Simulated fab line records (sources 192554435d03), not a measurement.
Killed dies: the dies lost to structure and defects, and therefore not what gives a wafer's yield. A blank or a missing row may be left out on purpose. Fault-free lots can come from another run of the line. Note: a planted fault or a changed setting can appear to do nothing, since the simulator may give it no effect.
Lot-split experiment | flow n5Finfet | on a route of 1938 steps: 7 lots, 39 wafers read

ON THE SPLIT
At N5_MIM_TOP_LITHO_DEVELOP_07 (develop time 60 s), the setting developTimeS was moved away from the recipe's 60 s on 12 of the 39 wafers read, by -57.4% to +50.4%. This setting was run at the recipe's value on the other wafers.

FROM THE SPLIT ON TO THE READING: in between, the file shows 1 step
- N5_MIM_TOP_LITHO_HARDBAKE_09: time 120 s

THE READING
cdNm, in nm, at N5_MIM_TOP_LITHO_CD_MEAS_08 (target cd 2000 nm). On this fab line, fault-free wafers typically give 2000.2 nm with a standard deviation of 1.4 nm.

wafer  | tool, chamber at the split | developTimeS as run, s | against the recipe | cdNm, nm | against lot-mates on the recipe
L078.1 | lithoTrack-01, 0           | 60                     | recipe             | 2002.1   | -
L078.2 | lithoTrack-01, 0           | 90.26                  | +50.4%             | 1993.4   | -7.9
L078.3 | lithoTrack-01, 0           | 90.26                  | +50.4%             | 1993.5   | -7.8
L078.4 | lithoTrack-01, 0           | 60                     | recipe             | 2001.6   | -
L078.5 | lithoTrack-01, 0           | 60                     | recipe             | 2000.3   | -
L078.6 | lithoTrack-01, 0           | 90.26                  | +50.4%             | 1992.5   | -8.8
L080.1 | lithoTrack-01, 0           | 60                     | recipe             | 2001.6   | -
L080.2 | lithoTrack-01, 0           | 60                     | recipe             | 1998.8   | -
L080.3 | lithoTrack-01, 0           | 60                     | recipe             | 1999.3   | -
L080.4 | lithoTrack-01, 0           | 60                     | recipe             | 2001.3   | -
L080.5 | lithoTrack-01, 0           | 60                     | recipe             | 2000.6   | -
L080.6 | lithoTrack-01, 0           | 60                     | recipe             | 2000.6   | -
L082.1 | lithoTrack-03, 0           | 60                     | recipe             | 1998.6   | -
L082.2 | lithoTrack-03, 0           | 60                     | recipe             | 2000.2   | -
L082.3 | lithoTrack-03, 0           | 83.16                  | +38.6%             | 1993.9   | -5.8
L082.4 | lithoTrack-03, 0           | 83.16                  | +38.6%             | 1995.3   | -4.4
L082.5 | lithoTrack-03, 0           | 60                     | recipe             | 2000.3   | -
L082.6 | lithoTrack-03, 0           | 83.16                  | +38.6%             | 1993.9   | -5.8
L086.1 | lithoTrack-02, 0           | 60                     | recipe             | 1996.1   | -
L086.2 | lithoTrack-02, 0           | 25.58                  | -57.4%             | 2014.4   | +17.2
L086.3 | lithoTrack-02, 0           | 25.58                  | -57.4%             | 2013.9   | +16.7
L086.4 | lithoTrack-02, 0           | 60                     | recipe             | 1997.9   | -
L086.5 | lithoTrack-02, 0           | 25.58                  | -57.4%             | 2014.9   | +17.7
L086.6 | lithoTrack-02, 0           | 60                     | recipe             | 1997.5   | -
L089.2 | lithoTrack-03, 0           | 60                     | recipe             | 2001.3   | -
L089.3 | lithoTrack-03, 0           | 60                     | recipe             | 2002.4   | -
L089.6 | lithoTrack-03, 0           | 60                     | recipe             | 2003.4   | -
L085.1 | lithoTrack-03, 0           | 60                     | recipe             | 2001.4   | -
L085.2 | lithoTrack-03, 0           | 73.38                  | +22.3%             | 2000.2   | -0.5
L085.3 | lithoTrack-03, 0           | 60                     | recipe             | 2000.1   | -
L085.4 | lithoTrack-03, 0           | 73.38                  | +22.3%             | 1996.4   | -4.3
L085.5 | lithoTrack-03, 0           | 60                     | recipe             | 2000.5   | -
L085.6 | lithoTrack-03, 0           | 73.38                  | +22.3%             | 1995.4   | -5.3
L092.1 | lithoTrack-01, 0           | 60                     | recipe             | 2000.7   | -
L092.2 | lithoTrack-01, 0           | 60                     | recipe             | 1999.9   | -
L092.3 | lithoTrack-01, 0           | 60                     | recipe             | 1998.8   | -
L092.4 | lithoTrack-01, 0           | 60                     | recipe             | 1999.3   | -
L092.5 | lithoTrack-01, 0           | 60                     | recipe             | 1999.4   | -
L092.6 | lithoTrack-01, 0           | 60                     | recipe             | 2000.0   | -

THE FIT
A straight line over all 39 wafers: cdNm changes by -0.191 nm for each +1% of developTimeS; r = -0.93; the points scatter about the line by 1.9 nm.
The same after taking each lot's own level away (the mean of its wafers on the recipe; 39 wafers): -0.222 nm for each +1%; r = -0.95; scatter 1.8 nm.
The reading moves by 13 nm for the largest change in developTimeS, on that fit.
The span of the lots' own levels, 1997.17 to 2002.37 nm, comes to 3.7 times the standard deviation stated above.
In other words, the slope is changed by the lot-to-lot level; the two fits disagree.
Check: +12.8 nm against its lot-mates is what the line predicts for one of the wafers moved furthest among these (-57.4%) when that wafer is left out of the fit. It came out at +17.2 nm against them.

THE WHOLE CHAIN: every reading that the file lists as answering this split, in the file's order
step                        | what it does             | reading                                                             | change (the file's fit)               | r (the file's)
N5_MIM_TOP_LITHO_CD_MEAS_08 | target cd 2000 nm        | cdNm                                                                | -0.215 nm for each +1% of the setting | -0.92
N5_MIM_TOP_LITHO_DESCUM_10  | chemistry O2, time 7.9 s | MIM_TOP_LITHO.cdNm (the simulator's own value, which no gauge read) | -0.211 nm for each +1% of the setting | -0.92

FILE'S OWN FIT
cdNm changes by -0.215 nm for each +1% of developTimeS, r = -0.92.
